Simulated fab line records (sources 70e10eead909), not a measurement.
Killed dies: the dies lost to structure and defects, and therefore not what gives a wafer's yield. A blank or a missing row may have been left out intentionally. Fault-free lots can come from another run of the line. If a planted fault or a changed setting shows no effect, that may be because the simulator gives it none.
fab line records	flow nand_harc
record lots=14	wafers=42	last_day=32
route steps=1302 shown P_M1@300 A_BONDPAD@1222 THIN_TSV@1276 END@1302
lots that met no fault: taken from a fault-free run of the same line
start_h: hours from the record's opening day to when the first of the lot's shown wafers began	wait_h: hours elapsed since this lot's preceding step	" the same as in the row above	L1.1+2: a single row standing in for several wafers	- no value present, or no start provided	* or withheld: withheld	< > ~ a bound
route shown NAME@n: a module of which the file shows steps, and the number in the route of the first	usual: mean/standard deviation taken from wafers without a fault	same: alike in all rows	chamber/n: place in a boat	sites: the reading at each site	_std_site: the standard deviation of these	_edge_site: the outer-site mean with the inner-site mean subtracted	radius_mm: how far each site lies from the wafer's centre	mask NAME#n: copy n	behind: the tool/chamber that last shaped the wafer	hold: the reason the lot was held/the length of the hold in hours/how it ended	device: which transistor (n, p or np) failed to switch	end of line: the tests these same wafers got at the end of their route	a step given without rows: its recipe and nothing more	killed: not the wafer's yield, but the dies lost to structure and defects at the first sort	map: per-die view of a wafer (x killed, . not killed, _ where there is no die)
set.NAME: the setting as run; set.NAME@STEP: as run at that earlier step	model.NAME: the simulator's own value behind a step, which no gauge read
steps of the route over a sample of lots; a table a step, a row a wafer
services: a tool's chamber out of use, with start hour (start_h, from the record's first day; less than 0 if before it), hours out, and reason
## steps
# step NHARC_P_M1_ETCH_15
# recipe target_depth_a=1825	time_s=91.2	c4f8_flow_sccm=withheld	ar_flow_sccm=400	rf_w=600	bias_w=300	chemistry=C4F8/Ar
# usual oes_product_au=0.960/0.017	rf_vpp_V=442.3/2.2
lot.wafer	tool	chamber	start_h	wait_h	oes_product_au	rf_hours_counter_h	rf_vpp_V
L554.1	rie_diel-11	3	133.50	-	0.981	2	437.6
L554.5	"	1	"	"	0.964	-	441.3
L554.6	"	2	"	"	0.979	-	442.7
L555.2	rie_diel-10	0	140.31	-	0.965	6	442.2
L555.3	"	1	"	"	0.956	6	442.2
L555.6	"	0	"	"	0.951	-	441.4
L556.4	rie_diel-10	1	146.70	-	0.956	6	445.7
L556.2	"	2	"	"	0.957	6	442.9
L556.6	"	0	"	"	0.973	-	441.6
L557.1	rie_diel-11	0	157.09	-	0.974	4	444.4
L557.6	"	0	"	"	0.979	-	445.2
L557.5	"	1	"	"	0.980	-	439.7
L559.3	rie_diel-10	2	178.59	-	0.962	10	441.8
L559.1	"	1	"	"	0.959	10	443.1
L559.6	"	2	"	"	0.960	-	442.2
L560.2	rie_diel-10	0	184.48	-	0.962	11	443.1
L560.1	"	2	"	"	0.974	10	442.9
L560.6	"	1	"	"	0.967	-	442.5
L564.2	rie_diel-11	0	226.19	-	0.926	8	442.6
L564.3	"	2	"	"	0.924	7	444.0
L564.6	"	0	"	"	0.930	-	443.7
L565.1	rie_diel-10	1	241.35	-	0.981	16	442.0
L565.4	"	2	"	"	0.968	17	441.5
L565.6	"	1	"	"	0.976	-	442.7
L566.1	rie_diel-11	1	244.08	-	0.958	8	442.4
L566.4	"	2	"	"	0.944	7	441.8
L566.5	"	3	"	"	0.953	-	436.8
L569.4	rie_diel-10	0	269.20	-	0.964	2	442.6
L569.3	"	1	"	"	0.956	2	443.7
L569.5	"	3	"	"	0.950	-	442.6
L568.1	rie_diel-10	3	269.76	-	0.971	2	444.0
L568.5	"	2	"	"	0.954	-	442.3
L568.6	"	3	"	"	0.981	-	444.3
L570.1	rie_diel-10	2	285.95	-	0.966	3	441.5
L570.6	"	3	"	"	0.982	-	443.9
L570.5	"	0	"	"	0.950	-	441.4
L571.1	rie_diel-11	3	291.84	-	0.947	2	436.7
L571.3	"	0	"	"	0.954	2	445.3
L571.4	"	3	"	"	0.942	-	436.9
L574.3	rie_diel-11	3	326.84	0.1	0.952	-	437.2
L574.6	"	2	"	"	0.934	-	443.1
L574.5	"	3	"	"	0.948	-	437.4
# step NHARC_A_BONDPAD_STRIP_15
# recipe o2_flow_sccm=500	ar_flow_sccm=0	bias_w=0	chemistry=O2
# usual drypump_motor_current_A=5.75/0.26	oes_product_au=0.998/0.0077	rf_vpp_V=58.1/0.94	showerhead_plenum_p_Torr=3.60/0.11	throttle_valve_pct=17.036/0.0083
lot.wafer	tool	chamber	start_h	wait_h	drypump_motor_current_A	oes_product_au	rf_hours_counter_h	rf_vpp_V	showerhead_plenum_p_Torr	throttle_valve_pct
L554.1	rie_diel-13	3	541.75	0.1	5.77	1.008	3	57.6	3.72	17.038
L554.5	"	1	"	"	5.53	0.997	-	58.1	3.49	17.031
L554.6	"	2	"	"	6.05	0.987	-	58.7	3.40	17.036
L555.3	rie_diel-03	3	543.35	0.1	5.76	0.997	2	58.5	3.62	17.038
L555.2	"	0	"	"	5.48	1.000	3	59.4	3.76	17.021
L555.6	"	3	"	"	5.76	0.995	-	59.0	3.62	17.045
L556.4	rie_diel-03	2	559.30	0.1	5.76	1.002	3	59.0	3.71	17.021
L556.2	"	0	"	"	5.48	1.000	3	57.0	3.76	17.032
L556.6	"	1	"	"	6.21	0.993	-	57.2	3.56	17.036
L560.2	rie_diel-03	2	572.80	0.1	5.77	0.999	3	58.0	3.71	17.022
L560.1	"	0	"	"	5.49	1.005	3	58.3	3.76	17.046
L560.6	"	2	"	"	5.75	0.997	-	59.1	3.71	17.033
L559.3	rie_diel-13	2	575.16	0.1	6.04	0.993	9	59.0	3.40	17.029
L559.1	"	0	"	"	5.51	0.987	10	57.0	3.49	17.038
L559.6	"	2	"	"	6.06	1.001	-	56.4	3.40	17.037
L557.1	rie_diel-13	3	581.58	0.1	5.78	1.004	10	59.3	3.72	17.032
L557.5	"	0	"	"	5.48	0.988	-	56.8	3.49	17.037
L557.6	"	1	"	"	5.58	0.992	-	55.1	3.49	17.034
L564.2	rie_diel-09	0	631.91	0.1	5.77	1.016	39	57.3	3.62	17.033
L564.3	"	3	"	"	5.23	1.004	40	58.5	3.49	17.032
L564.6	"	0	"	"	5.79	1.004	-	58.3	3.62	17.045
L565.1	rie_diel-03	1	632.43	0.1	6.26	1.004	6	57.7	3.56	17.037
L565.4	"	2	"	"	5.77	1.002	-	58.9	3.71	17.020
L565.6	"	1	"	"	6.25	1.006	-	58.8	3.56	17.051
L566.4	rie_diel-03	3	644.39	0.1	5.77	0.998	0	57.7	3.62	17.023
L566.1	"	1	"	"	6.26	1.002	0	57.1	3.56	17.039
L566.5	"	3	"	"	5.75	0.999	-	58.4	3.62	17.033
L569.3	rie_diel-13	2	666.29	0.1	6.05	0.990	23	58.6	3.39	17.046
L569.4	"	0	"	"	5.47	0.986	21	58.2	3.49	17.028
L569.5	"	3	"	"	5.77	0.996	-	58.5	3.71	17.037
L570.1	rie_diel-09	0	667.60	0.1	5.76	1.012	50	58.1	3.61	17.038
L570.6	"	1	"	"	5.65	1.001	-	57.5	3.69	17.043
L570.5	"	2	"	"	5.74	1.000	-	56.0	3.44	17.054
L568.1	rie_diel-09	2	670.39	0.1	5.77	1.004	43	57.7	3.44	17.030
L568.6	"	1	"	"	5.65	0.993	-	57.5	3.69	17.037
L568.5	"	2	"	"	5.76	1.007	-	57.3	3.44	17.036
L571.4	rie_diel-03	2	721.52	0.1	5.78	0.994	1	57.8	3.71	17.035
L571.3	"	0	"	"	5.48	0.999	1	57.2	3.75	17.041
L571.1	"	1	"	"	6.28	1.009	1	58.5	3.56	17.027
L574.3	rie_diel-13	0	741.66	0.1	5.44	0.998	5	57.9	3.48	17.042
L574.5	"	2	"	"	6.00	0.995	-	57.4	3.38	17.041
L574.6	"	3	"	"	5.78	0.995	-	58.0	3.71	17.038
# step NHARC_THIN_TSV_CMP_21
# recipe t_overpolish_s=30	target_thk_nm=2000
# usual motor_current_A=12.4/0.99	overpolish_run_s=30.000/0.0083
lot.wafer	tool	chamber	start_h	wait_h	motor_current_A	overpolish_run_s
L554.1	cmp-03	3	560.62	-	12.0	30.002
L554.5	"	2	"	"	12.4	30.004
L554.6	"	3	"	"	12.6	30.009
L555.2	cmp-01	1	562.04	-	13.5	29.989
L555.3	"	3	"	"	11.3	29.990
L555.6	"	0	"	"	13.0	29.999
L556.2	cmp-04	2	578.33	-	13.1	30.003
L556.4	"	3	"	"	11.7	29.994
L556.6	"	3	"	"	11.9	29.995
L560.2	cmp-04	3	591.84	-	11.9	29.991
L560.1	"	0	"	"	11.3	29.990
L560.6	"	0	"	"	10.8	29.994
L559.1	cmp-01	2	592.90	-	13.5	30.000
L559.3	"	1	"	"	13.3	30.004
L559.6	"	2	"	"	12.7	30.004
L557.1	cmp-01	1	601.88	-	14.2	29.996
L557.5	"	1	"	"	14.1	29.999
L557.6	"	2	"	"	13.3	30.001
L564.2	cmp-01	0	650.56	-	13.0	30.006
L564.3	"	2	"	"	13.4	29.994
L564.6	"	0	"	"	12.7	29.987
L565.1	cmp-01	0	652.57	-	12.4	30.010
L565.4	"	2	"	"	13.8	30.002
L565.6	"	0	"	"	13.1	29.989
L566.1	cmp-01	3	663.84	-	11.2	29.979
L566.4	"	0	"	"	13.1	30.007
L566.5	"	3	"	"	11.3	29.996
L570.1	cmp-04	3	687.96	-	11.4	30.004
L570.5	"	2	"	"	13.9	30.004
L570.6	"	3	"	"	11.7	30.013
L569.4	cmp-04	1	688.89	-	11.7	30.010
L569.3	"	3	"	"	11.7	29.995
L569.5	"	0	"	"	10.6	29.991
L568.1	cmp-04	1	691.33	-	11.7	29.981
L568.6	"	3	"	"	11.5	30.005
L568.5	"	0	"	"	10.8	29.987
L571.4	cmp-03	0	742.58	-	12.3	29.987
L571.3	"	1	"	"	11.7	29.980
L571.1	"	2	"	"	12.8	30.011
L574.3	cmp-03	3	760.30	-	12.3	29.997
L574.5	"	2	"	"	13.1	30.010
L574.6	"	3	"	"	12.9	29.994
# step NHARC_END_SORT_01
# recipe temp_c=25
# usual killed_at_array=54/16	killed_at_other=0.6/0.86	killed_at_periphery=3.8/2.6	killed_dies=58/16	killed_open=3.3/1.8	killed_short=2.7/1.7
# same gross_dies=677
lot.wafer	tool	chamber	start_h	wait_h	killed_at_array	killed_at_other	killed_at_periphery	killed_dies	killed_open	killed_short
L568.1	prober-02	0	700.80	2.5	36	0	95	131	2	3
L568.5	prober-02	0	704.00	3.7	44	0	92	136	6	7
L568.6	prober-02	0	704.80	4.0	35	0	90	125	2	1
L569.3	prober-01	0	702.37	3.1	35	1	98	134	2	2
L569.4	prober-01	0	703.16	3.4	30	0	52	82	4	2
L569.5	prober-01	0	703.96	3.7	41	1	91	133	4	2
L570.1	prober-01	0	708.57	2.5	78	0	98	176	3	0
L570.5	prober-01	0	711.78	3.7	77	0	52	129	1	2
L570.6	prober-01	0	712.59	4.0	63	0	93	156	2	0
# killed by level:class
L568.1 P_M1:unspecified=91 A_SLIT:chamber_film_flake=18 A_CHANNEL_HOLE_D1:chamber_film_flake=4 A_CONTACT:chamber_film_flake=4 A_STAIRCASE:chamber_film_flake=3 P_ZERO_WELL:chamber_film_flake=2 P_GATE:chamber_film_flake=2 A_CHANNEL_FILL_D1:chamber_film_flake=2
L569.3 P_M1:unspecified=96 A_CHANNEL_HOLE_D2:chamber_film_flake=13 A_CHANNEL_HOLE_D1:chamber_film_flake=7 A_SLIT:chamber_film_flake=5 A_CHANNEL_FILL_D2:geometric_particle:open=2 A_CONTACT:chamber_film_flake=2 P_M1:chamber_film_flake=2 A_ONON_D1:geometric_particle:short=1
L569.4 P_M1:unspecified=49 A_CHANNEL_HOLE_D2:chamber_film_flake=12 A_CHANNEL_HOLE_D1:chamber_film_flake=6 A_SLIT:chamber_film_flake=5 A_SOURCE_PLATE:geometric_particle:open=2 P_STI:chamber_film_flake=2 A_DECK1_JOINT:geometric_particle:open=1 A_ONON_D2:geometric_particle:short=1
L569.5 P_M1:unspecified=86 A_CHANNEL_HOLE_D2:chamber_film_flake=14 A_CHANNEL_HOLE_D1:chamber_film_flake=10 A_CONTACT:chamber_film_flake=5 P_STI:chamber_film_flake=3 A_M1:chamber_film_flake=3 A_ZERO_WELL:chamber_film_flake=2 A_SLIT:chamber_film_flake=2
L568.5 P_M1:unspecified=81 A_SLIT:chamber_film_flake=19 P_GATE:chamber_film_flake=7 A_CHANNEL_HOLE_D1:chamber_film_flake=3 A_CHANNEL_FILL_D1:chamber_film_flake=3 A_DECK1_JOINT:chamber_film_flake=3 A_STAIRCASE:chamber_film_flake=3 A_CONTACT:chamber_film_flake=3
L568.6 P_M1:unspecified=87 A_SLIT:chamber_film_flake=20 A_STAIRCASE:chamber_film_flake=3 P_GATE:chamber_film_flake=3 A_DECK1_JOINT:chamber_film_flake=3 A_CHANNEL_FILL_D1:chamber_film_flake=2 A_CHANNEL_HOLE_D1:chamber_film_flake=2 A_ONON_D1:geometric_particle:open=1
L570.1 P_M1:unspecified=93 A_CHANNEL_HOLE_D1:chamber_film_flake=33 A_SLIT:chamber_film_flake=16 A_CHANNEL_HOLE_D2:chamber_film_flake=7 A_CONTACT:chamber_film_flake=6 P_STI:chamber_film_flake=4 A_STAIRCASE:chamber_film_flake=4 A_WL_FILL:chamber_film_flake=4
L570.5 P_M1:unspecified=49 A_CHANNEL_HOLE_D1:chamber_film_flake=37 A_SLIT:chamber_film_flake=15 A_CHANNEL_HOLE_D2:chamber_film_flake=10 A_STAIRCASE:chamber_film_flake=4 A_CONTACT:chamber_film_flake=4 P_STI:chamber_film_flake=2 A_WL_FILL:chamber_film_flake=2
L570.6 P_M1:unspecified=88 A_CHANNEL_HOLE_D1:chamber_film_flake=31 A_CHANNEL_HOLE_D2:chamber_film_flake=11 A_SLIT:chamber_film_flake=8 A_STAIRCASE:chamber_film_flake=4 P_ZERO_WELL:chamber_film_flake=3 A_CONTACT:chamber_film_flake=3 A_CHANNEL_FILL_D1:chamber_film_flake=2
## services
tool	chamber	start_h	hours	kind
rie_diel-11	3	163.36	14.7	repair
rie_diel-10	2	169.49	2.7	repair
rie_diel-10	3	179.36	6.7	repair
cmp-01	-	202.30	4.0	pm
cmp-01	-	222.78	1.9	repair
rie_diel-10	-	242.62	9.0	pm
cmp-01	-	243.58	0.9	repair
cmp-01	-	248.06	2.1	repair
rie_diel-11	-	255.56	9.0	pm
cmp-01	-	277.45	2.0	repair
rie_diel-10	2	279.15	2.6	repair
rie_diel-03	-	281.30	9.0	pm
rie_diel-11	1	283.59	54.3	repair
cmp-01	-	300.30	4.0	pm
cmp-01	-	304.31	1.8	repair
rie_diel-10	0	334.48	1.4	repair
rie_diel-10	3	402.48	2.8	repair
rie_diel-10	-	419.62	9.0	pm
rie_diel-10	2	503.39	5.5	repair
rie_diel-10	0	561.69	2.5	repair
rie_diel-10	-	596.62	9.0	pm
rie_diel-10	3	669.20	6.2	repair
rie_diel-10	0	683.29	3.8	repair
rie_diel-10	2	689.45	8.3	repair
## key
first_sign step=NHARC_END_SORT_01	reading=killed_at_periphery	direction=up	sigmas=31	usual=3.8	struck=84.6
effect step=NHARC_END_SORT_01	reading=killed_dies	direction=up	sigmas=4.7	usual=58	struck=134
more_kills_born_at NHARC_P_M1_ETCH_15@rie_diel-10=720
met_at NHARC_P_M1_ETCH_15
struck_lots L568,L569,L570
tester_left_out L569,L570
not_acting_at NHARC_A_BONDPAD_STRIP_15,NHARC_THIN_TSV_CMP_21
onset_between 241.35 269.20
earlier_fault kind=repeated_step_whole	tool=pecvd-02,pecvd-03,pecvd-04	chamber=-	onset_h=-	steps=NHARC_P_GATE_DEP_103	times=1	scope=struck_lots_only
fault kind=chamber_particle_source	tool=rie_diel-10	chamber=-	onset_h=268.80	steps=NHARC_P_M1_ETCH_15	rate_per_visit_cm2=1.0377
# tester_left_out: of these lots the tester's yield and bins aren't shown, on N5 and GAA mostly nor the transistor test; their killed dies are dies lost to structure and defects alone, not to doping, threshold or leakage, so they don't give the yield
